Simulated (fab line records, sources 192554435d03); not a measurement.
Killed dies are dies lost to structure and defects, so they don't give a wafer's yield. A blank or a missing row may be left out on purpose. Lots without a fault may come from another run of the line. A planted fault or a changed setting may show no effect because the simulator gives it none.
A struck lot beside a sound one | flow n5_finfet | 39 steps out of a route of 1938
Sound: wafers L686.3, L686.4, L686.6. Struck: wafers L697.5, L697.6. (L697.4 of the same lot was not struck and is left out.) The cause comes at the end.
At each step with rows: each side's tool, then ch and its chambers, then its first start. Under that, the readings that differ: sound wafers | struck wafers | difference of the means | sigmas: that difference in standard deviations of wafers without a fault.
alike: readings whose means differ by less than 2 such deviations, and words and numbers that are the same on both sides. not compared: withheld readings, readings that some wafer has no value for, bounds like >300 that may hide the same value, and numbers for which the record gives no deviation and whose values overlap.
The two part at a step that has a row with sigmas, a row that says differs or no value, or rows on one side only. Numbers that don't overlap but have no deviation are shown without sigmas and don't part them. A reading that every wafer of one side lacks parts them only if that side has two wafers or more.

first, 10 steps without rows for these wafers: N5_MOL_CONTACT_COAG_SPUTTER_143 (material Co, target thk 2.5 nm); N5_MOL_CONTACT_COAG_CO_FILL_22 (material Co, precursor CCTBA/H2, target thk 20 nm); N5_MOL_CONTACT_COAG_ANNEAL_113 (time 300 s); N5_MOL_CONTACT_COAG_PRE_CLEAN_142 (time 60 s); N5_MOL_CONTACT_COAG_SPUTTER_130 (material Co, target thk 47.5 nm); N5_MOL_CONTACT_COAG_PRECLEAN_125 (cleans in DIW, time 57.5 s); N5_MOL_CONTACT_COAG_SRD_126 (dry time 32 s); N5_MOL_CONTACT_COAG_CMP_23 (polishes, stops on SiO2, t overpolish 1.5 s, target thk 0 nm); N5_MOL_CONTACT_COAG_WET_ETCH_26 (target Co, target depth 13 nm); N5_MOL_CONTACT_COAG_WET_ETCH_116 (etches the open film in SC1-inhibited, target depth 4.6 nm, rinse time 30 s).
N5_MOL_CONTACT_COAG_ALD_27: deposits SiOC, target thk 17 nm, pulse time 1.5 s, time 2720 s.
  sound on ald_sin-03 ch 0,1,2, day 5 03:33; struck on ald_sin-03 ch 0,1, day 7 21:32
  reading                                           | sound                | struck        | difference | sigmas
  ald_cycles                                        | 340 340 340          | 169 169       | -171       |
  run_length_s (s)                                  | 2769.4 2769.5 2768.9 | 1401.7 1401.0 | -1367.9    | -99 or more
  time_s (s)                                        | 2720 2720 2720       | 1352 1352     | -1368      |
  model.SiOC_of_MOL_CONTACT_COAG_ALD_27.thk_nm (nm) | 17 17 17             | 8.6 8.4       | -8.5       |
  alike: heater_power_w, precursor_pulse_height_rel
N5_MOL_CONTACT_COAG_CMP_28: polishes, stops on SiNx, t overpolish 0.85 s, target thk 14.522 nm.
  sound on cmp-03 ch 1,2,3, day 5 05:09; struck on cmp-01 ch 1,2, day 7 23:13
  reading                                           | sound          | struck  | difference | sigmas
  model.SiOC_of_MOL_CONTACT_COAG_ALD_27.thk_nm (nm) | 13.6 12.2 13.6 | 8.6 8.4 | -4.6       |
  alike: motor_current_A
then, 24 steps without rows for these wafers: N5_MOL_CONTACT_COAG_ALD_123 (deposits SiNx, target thk 5 nm, pulse time 1 s, purge time 2 s); N5_MOL_CONTACT_COAG_PECVD_31 (deposits SiO2 from TEOS/O2, target thk 46 nm, time 8.9 s); N5_MOL_CONTACT_COAG_COAT_75 (time 60 s, resist thk 60 nm); N5_MOL_CONTACT_COAG_COAT_76 (time 60 s, resist thk 10 nm); N5_MOL_CONTACT_COAG_COAT_77 (time 60 s, resist thk 10 nm); N5_MOL_CONTACT_COAG_COAT_78 (resist thk 40 nm); N5_MOL_CONTACT_COAG_EBR_80; N5_MOL_CONTACT_COAG_SOFTBAKE_79 (time 60 s); N5_MOL_CONTACT_COAG_EXPOSE_81 (exposes mask VG, defocus 0 nm); N5_MOL_CONTACT_COAG_PEB_82 (peb time 60 s); N5_MOL_CONTACT_COAG_DEVELOP_83 (develop time 30 s); N5_MOL_CONTACT_COAG_DESCUM_88 (chemistry O2, time 7 s); N5_MOL_CONTACT_COAG_ETCH_89 (etches underlayer in N2/H2, target depth 13 nm, time 10.4 s); N5_MOL_CONTACT_COAG_ETCH_90 (etches SiARC in CF4, target depth 13 nm, time 21.7 s); N5_MOL_CONTACT_COAG_ALD_131 (deposits SiO2, target thk 5 nm, pulse time 1 s, co reactant pulse time 1 s); N5_MOL_CONTACT_COAG_ETCHBACK_132 (etches SiO2 in CHF3, target depth 10 nm, time 6.7 s); N5_MOL_CONTACT_COAG_ETCH_91 (etches SOC in N2/H2, target depth 60 nm, overetch 21 nm, time 101.2 s); N5_MOL_CONTACT_COAG_STRIP_92 (strips in N2/H2); N5_MOL_CONTACT_COAG_STRIP_93 (strips in N2/H2); N5_MOL_CONTACT_COAG_ETCHBACK_135 (etches SiO2 in CHF3, target depth 25 nm, time 16.7 s); N5_MOL_CONTACT_COAG_STRIP_118 (strips in CHF3); N5_MOL_CONTACT_COAG_VIA_ETCH_46 (etches SiO2 in C4F6/O2, target depth 46 nm, overetch 9.2 nm, time 40 s); N5_MOL_CONTACT_COAG_STRIP_96 (strips in N2/H2); N5_MOL_CONTACT_COAG_ETCH_47 (etches SiNx in CH3F/O2, stops on W, target depth 27 nm).
N5_MOL_CONTACT_COAG_ETCH_48: etches SiOC in C4F6/O2, target depth 15 nm, overetch 4.5 nm, time 17 s.
  sound on rie_diel-05 ch 1,3, day 5 09:53; struck on rie_diel-01 ch 0,3, day 8 02:41
  reading                  | sound             | struck      | difference | sigmas
  model.etch.depth_nm (nm) | 13.67 12.12 13.54 | 8.524 8.409 | -4.643     |
  alike: C4F6_flow_sccm, drypump_motor_current_A, oes_ar_750_au, oes_product_au, rf_vpp_V, showerhead_plenum_p_Torr, throttle_valve_pct
  not compared: rf_hours_counter_h
-- the record jumps here: 3 days lie between the struck wafers' starts before and after (it left off in module MOL_CONTACT_COAG and takes up again in module BEOL_M4, whose first step shown is number 1111 of the route) --
N5_BEOL_M4_RC_MEAS_101:
  sound on prober-02 ch 0, day 7 21:17; struck on prober-02 ch 0, day 10 16:26
  reading        | sound             | struck      | difference | sigmas
  IOFF_P (nA/um) | 0.195 0.224 0.207 | 0.275 0.271 | +0.064     | +2
  ION_P (uA/um)  | 460 465 462       | 478 476     | +15        | +2
  VT_P (mV)      | -250 -248 -252    | -246 -242   | +6         | +2
  alike: DIBL_N, DIBL_P, IOFF_N, ION_N, SS_N, SS_P, VT_N
-- the record jumps here: 4 days lie between the struck wafers' starts before and after (it left off in module BEOL_M4 and takes up again in module PASSIVATION, whose first step shown is number 1936 of the route) --
N5_PASSIVATION_PROBE_49:
  the record has rows for the struck wafers here (prober-02, day 14 23:16) and none for the sound ones

WHERE THEY PART
First at N5_MOL_CONTACT_COAG_ALD_27; last, within this record, at N5_PASSIVATION_PROBE_49.

WHY: what the simulator had put in
Process parameter drift: ald_sin-03, from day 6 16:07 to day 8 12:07, at N5_MOL_CONTACT_COAG_ALD_27. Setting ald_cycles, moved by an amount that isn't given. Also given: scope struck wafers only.
